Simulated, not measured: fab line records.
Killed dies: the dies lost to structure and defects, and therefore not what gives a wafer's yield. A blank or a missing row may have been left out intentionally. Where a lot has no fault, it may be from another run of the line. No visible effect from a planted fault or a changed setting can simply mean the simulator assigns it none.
The same fault as seen by 3 desks / flow n5-finfet / what lay behind the numbers comes last; until then each desk has only its own

## METROLOGY DESK
Lot by lot, what the gauges showed, no matter which tool ran the lot: averages of those sampled wafers that carry a number. Marked OUT: a lot whose mean sits more than 4 standard deviations from the usual mean, which makes it out of limits; the brackets give that distance. Shown here are 7 of its 11 readings, the ones lying furthest out on some lot.
Columns: A = DIBL_P at N5_BEOL_M4_RC_MEAS_101, usual 35.8 mV/V; B = IOFF_P at N5_BEOL_M4_RC_MEAS_101, usual 0.204 nA/um; C = ION_N at N5_BEOL_M4_RC_MEAS_101, usual 673 uA/um; D = ION_P at N5_BEOL_M4_RC_MEAS_101, usual 462 uA/um; E = SS_N at N5_BEOL_M4_RC_MEAS_101, usual 71.4 mV/dec; F = SS_P at N5_BEOL_M4_RC_MEAS_101, usual 73.3 mV/dec; G = VT_P at N5_BEOL_M4_RC_MEAS_101, usual -251 mV
lot=L866; first seen here=day 2 03:55; A=36.2; B=0.181; C=676; D=454; E=71.5; F=73.7; G=-252
lot=L869; first seen here=day 2 20:32; A=38.0; B=0.219; C=677; D=464; E=71.8; F=73.8; G=-249
lot=L872; first seen here=day 3 13:48; A=34.1; B=0.193; C=668; D=459; E=71.5; F=73.1; G=-252
lot=L875; first seen here=day 4 13:21; A=35.8; B=0.195; C=673; D=460; E=71.9; F=72.8; G=-251
lot=L880; first seen here=day 5 16:21; A=37.3; B=0.244; C=675; D=468; E=71.6; F=73.4; G=-247
lot=L885; first seen here=day 6 20:03; A=35.0; B=0.220; C=677; D=465; E=71.4; F=73.4; G=-248
lot=L887; first seen here=day 7 10:13; A=36.4; B=0.228; C=681; D=470; E=71.1; F=74.0; G=-249
lot=L888; first seen here=day 7 15:29; A=35.6; B=0.169; C=666; D=457; E=71.2; F=72.8; G=-254
Finding of this desk: none of the 8 lots has anything out of limits.

## THE DEFECT DESK
Per lot, the means of the sampled wafers with a number show what the inspections along the route counted. Marked OUT: a lot whose mean sits more than 4 standard deviations from the usual mean, which makes it out of limits; the brackets give that distance.
Columns: A = raw-defect-count at N5_FIN_SAQP_INSPECT_40, usual 223; B = raw-defect-count at N5_FIN_CUT_INSPECT_10, usual 41; C = raw-defect-count at N5_FIN_CUT_INSPECT_17, usual 227
lot=L866; first seen here=day 2 04:02; A=213; B=40; C=231
lot=L869; first seen here=day 2 20:40; A=410; B=278 (+22) OUT; C=402
lot=L872; first seen here=day 3 13:56; A=283; B=47; C=294
lot=L875; first seen here=day 4 13:28; A=726 (+8.8) OUT; B=528 (+44) OUT; C=727 (+8.3) OUT
lot=L880; first seen here=day 5 16:28; A=191; B=34; C=185
lot=L885; first seen here=day 6 20:11; A=235; B=46; C=240
lot=L887; first seen here=day 7 10:20; A=243; B=41; C=260
lot=L888; first seen here=day 7 15:37; A=269; B=51; C=250
This desk finds L869, L875 out of limits, L869 being first, at day 2 21:03 (raw-defect-count at N5_FIN_CUT_INSPECT_10). In limits: L866, L872, L880, L885, L887, L888.

## FOR THE TOOL OWNER'S DESK: ald-sin-04
The tool's own readings at N5_FIN_SAQP_SPACER1_ALD_24 (deposits SiO2, target thk 20.3 nm, pulse time 1 s, purge time 2 s): means of the sampled wafers that have a number, for each lot that ran on this tool. Marked OUT: a lot whose mean sits more than 4 standard deviations from the usual mean, which makes it out of limits; the brackets give that distance.
Columns: A = heater-power-w at N5_FIN_SAQP_SPACER1_ALD_24, usual 496 W; B = precursor-pulse-height-rel at N5_FIN_SAQP_SPACER1_ALD_24, usual 1.004
lot=L866; first seen here=day 1 23:58; A=559; B=1.000
lot=L869; first seen here=day 2 16:53; A=541; B=1.010
lot=L875; first seen here=day 4 08:40; A=575; B=0.991
lot=L885; first seen here=day 6 16:44; A=549; B=0.997
lot=L887; first seen here=day 7 06:35; A=519; B=1.013
Finding of this desk: none of the 5 lots has anything out of limits.

## BROUGHT TOGETHER
The defect desk could have raised an alarm at day 2 21:03, on L869, L875.
Nothing out of limits was seen by the metrology desk.
Nothing out of limits was seen by the tool owner's desk.
The metrology desk has L869, L875 on record, within its limits.
The tool owner's desk has L869, L875 on record, within its limits.
The lots listed all ran N5_FIN_SAQP_SPACER1_ALD_24 on ald-sin-04.

## WHAT THE SIMULATOR HAD INSERTED
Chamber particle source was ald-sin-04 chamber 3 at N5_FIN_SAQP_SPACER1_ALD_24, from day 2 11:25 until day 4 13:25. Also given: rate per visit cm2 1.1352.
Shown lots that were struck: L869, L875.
Hours from the fault's start to each desk's first reading out of limits: the defect desk, 10.
